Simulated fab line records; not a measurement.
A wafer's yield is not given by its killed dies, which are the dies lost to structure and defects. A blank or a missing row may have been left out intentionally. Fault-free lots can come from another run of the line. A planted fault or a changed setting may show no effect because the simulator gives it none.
What tool caused it? | flow n5_finfet | 36 wafers sampled from 12 lots at 1 step of a route of 1938

## WHAT EACH GAUGE READ, for each wafer
N5_BEOL_M8_THK_MEAS_01.
lot  | measured     | on            | M8_ILD_THK (nm)
L074 | day 9 23:43  | film_metro-02 | 152.7 155.0 157.5
L077 | day 10 17:41 | film_metro-01 | 152.1 153.0 152.2
L081 | day 11 09:52 | film_metro-01 | 152.7 157.1 155.4
L080 | day 11 23:15 | film_metro-02 | 155.4 155.5 156.2
L084 | day 12 01:55 | film_metro-02 | 155.7 154.2 157.0
L086 | day 12 16:25 | film_metro-01 | 152.6 155.7 154.9
L090 | day 13 08:28 | film_metro-01 | 153.3 154.0 157.1
L088 | day 13 16:07 | film_metro-02 | 152.7 153.4 155.6
L092 | day 14 01:38 | film_metro-02 | 156.2 157.6 159.3
L093 | day 14 05:16 | film_metro-02 | 152.7 155.0 152.0
L095 | day 15 08:19 | film_metro-01 | 155.2 155.8 156.7
L096 | day 15 12:46 | film_metro-02 | 151.0 156.4 153.8

## WHICH TOOL RAN EACH LOT (tool, then ch and the chambers of the sampled wafers, then the start)
No process step before these readings appears in the record.

## THE ANSWER, worked out from the rows above alone
Rule: what is usual is taken from the lots themselves. The widest of any qualifying gaps counts: lots, ordered by their means at a reading, are off when they make up no more than a third of the lots, leave a main group of 4 or more, and stand apart from it by 3 or more times the standard deviation of that group's means. A main group is skipped when, at the precision printed for the reading in the tables above, its means are all equal. A lot without any number at a reading at which 4 lots or more have one is off too. Where the step has rows for the other lots, those lots are counted as sound.
Nothing can be told from this: no lot is off at any reading shown.

## WHAT THE SIMULATOR HAD PUT IN
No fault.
